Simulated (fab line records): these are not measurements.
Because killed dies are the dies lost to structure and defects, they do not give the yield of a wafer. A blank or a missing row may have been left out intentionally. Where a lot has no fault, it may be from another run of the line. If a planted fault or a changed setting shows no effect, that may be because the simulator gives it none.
Lot-split experiment | flow n5Finfet | route with 1938 steps; 7 lots, 39 wafers read

== THE SPLIT ITSELF ==
At N5_MOL_CONTACT_COAG_CONTACT_ETCH_14 (etches SiO2 in C4F6/O2, target depth 27.5 nm, overetch 8.5 nm, time 20 s), the setting sourceW was moved away from the recipe's 370 W on 15 of the 39 wafers read, by -13.1% to +13.5%. This setting was run at the recipe's value on the other wafers.

The split's own step is where the reading is taken.

== THE READING ==
rfVppV, in V, at N5_MOL_CONTACT_COAG_CONTACT_ETCH_14 (etches SiO2 in C4F6/O2, target depth 27.5 nm, overetch 8.5 nm, time 20 s). Fault-free wafers of this fab line usually give 692.0 V, standard deviation 2.4 V.

wafer  | tool, chamber at the split | sourceW as run, W | against the recipe | rfVppV, V | against lot-mates on the recipe
L074.1 | rieDiel-01, 1              | 326.2             | -11.8%             | 719.8     | +28.4
L074.2 | rieDiel-01, 0              | 370               | recipe             | 688.6     | -
L074.3 | rieDiel-01, 2              | 370               | recipe             | 691.1     | -
L074.4 | rieDiel-01, 1              | 370               | recipe             | 694.6     | -
L074.5 | rieDiel-01, 0              | 326.2             | -11.8%             | 710.3     | +18.9
L074.6 | rieDiel-01, 2              | 326.2             | -11.8%             | 715.4     | +24.0
L075.1 | rieDiel-03, 1              | 370               | recipe             | 693.9     | -
L075.2 | rieDiel-03, 0              | 347.6             | -6.1%              | 702.5     | +10.8
L075.3 | rieDiel-03, 3              | 347.6             | -6.1%              | 698.4     | +6.7
L075.4 | rieDiel-03, 3              | 370               | recipe             | 690.5     | -
L075.5 | rieDiel-03, 1              | 347.6             | -6.1%              | 693.8     | +2.1
L075.6 | rieDiel-03, 0              | 370               | recipe             | 690.8     | -
L078.1 | rieDiel-03, 0              | 420.1             | +13.5%             | 663.7     | -29.1
L078.2 | rieDiel-03, 3              | 370               | recipe             | 690.8     | -
L078.3 | rieDiel-03, 1              | 420.1             | +13.5%             | 656.7     | -36.1
L078.4 | rieDiel-03, 2              | 370               | recipe             | 694.3     | -
L078.5 | rieDiel-03, 1              | 420.1             | +13.5%             | 656.4     | -36.4
L078.6 | rieDiel-03, 0              | 370               | recipe             | 693.4     | -
L081.1 | rieDiel-04, 2              | 416.1             | +12.5%             | 668.2     | -22.3
L081.2 | rieDiel-04, 1              | 416.1             | +12.5%             | 664.8     | -25.7
L081.3 | rieDiel-04, 3              | 370               | recipe             | 689.4     | -
L081.4 | rieDiel-04, 0              | 370               | recipe             | 691.3     | -
L081.5 | rieDiel-04, 1              | 416.1             | +12.5%             | 665.0     | -25.5
L081.6 | rieDiel-04, 2              | 370               | recipe             | 690.7     | -
L086.1 | rieDiel-01, 3              | 370               | recipe             | 696.7     | -
L086.2 | rieDiel-01, 0              | 370               | recipe             | 688.3     | -
L086.3 | rieDiel-01, 1              | 370               | recipe             | 695.2     | -
L086.4 | rieDiel-01, 2              | 370               | recipe             | 692.5     | -
L086.5 | rieDiel-01, 2              | 370               | recipe             | 689.9     | -
L086.6 | rieDiel-01, 3              | 370               | recipe             | 696.5     | -
L095.2 | rieDiel-01, 0              | 370               | recipe             | 688.2     | -
L095.3 | rieDiel-01, 1              | 370               | recipe             | 693.4     | -
L095.6 | rieDiel-01, 3              | 370               | recipe             | 696.5     | -
L096.1 | rieDiel-04, 0              | 370               | recipe             | 691.3     | -
L096.2 | rieDiel-04, 1              | 321.6             | -13.1%             | 721.0     | +30.5
L096.3 | rieDiel-04, 2              | 370               | recipe             | 690.3     | -
L096.4 | rieDiel-04, 1              | 321.6             | -13.1%             | 719.2     | +28.7
L096.5 | rieDiel-04, 0              | 321.6             | -13.1%             | 720.4     | +29.9
L096.6 | rieDiel-04, 2              | 370               | recipe             | 689.8     | -

THE FIT
A straight line over all 39 wafers: rfVppV changes by -2.12 V for each +1% of sourceW; r = -0.98; the points scatter about the line by 3.5 V.
The same after taking each lot's own level away (the mean of its wafers on the recipe; 39 wafers): -2.15 V for each +1%; r = -0.98; scatter 3.6 V.
The reading moves by 29 V for the largest change in sourceW, on that fit.
The span of the lots' own levels, 690.47 to 693.18 V, comes to 1.1 times the standard deviation stated above.
The two slopes agree, so the slope changes little with the lot-to-lot level.
Check: with one of the wafers moved furthest among these (+13.5%) left out of the fit, the line predicts -29.9 V for it against its lot-mates. Against them it came out at -29.1 V.
Tool readings at the split's step, against how far the setting was moved: rfVppV r = -0.98.

== THESE WAFERS: OTHER SPLITS ==
Note: prior to the reading, these wafers also went through further splits. Each is held against what the fit with the lots' levels taken away leaves over:
other split on the same wafers        | wafers away from the commonest value | r with rfVppV (lot level and that fit taken away)
N5_FIN_SAQP_SPACER2_ALD_28 targetThkA | 12                                   | +0.07
N5_DUMMY_GATE_ETCH_42 biasW           | 15                                   | +0.39
N5_GATE_CUT_ETCH_58 targetDepthA      | 15                                   | +0.16

== FILE'S OWN FIT ==
rfVppV changes by -2.15 V for each +1% of sourceW, r = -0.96.
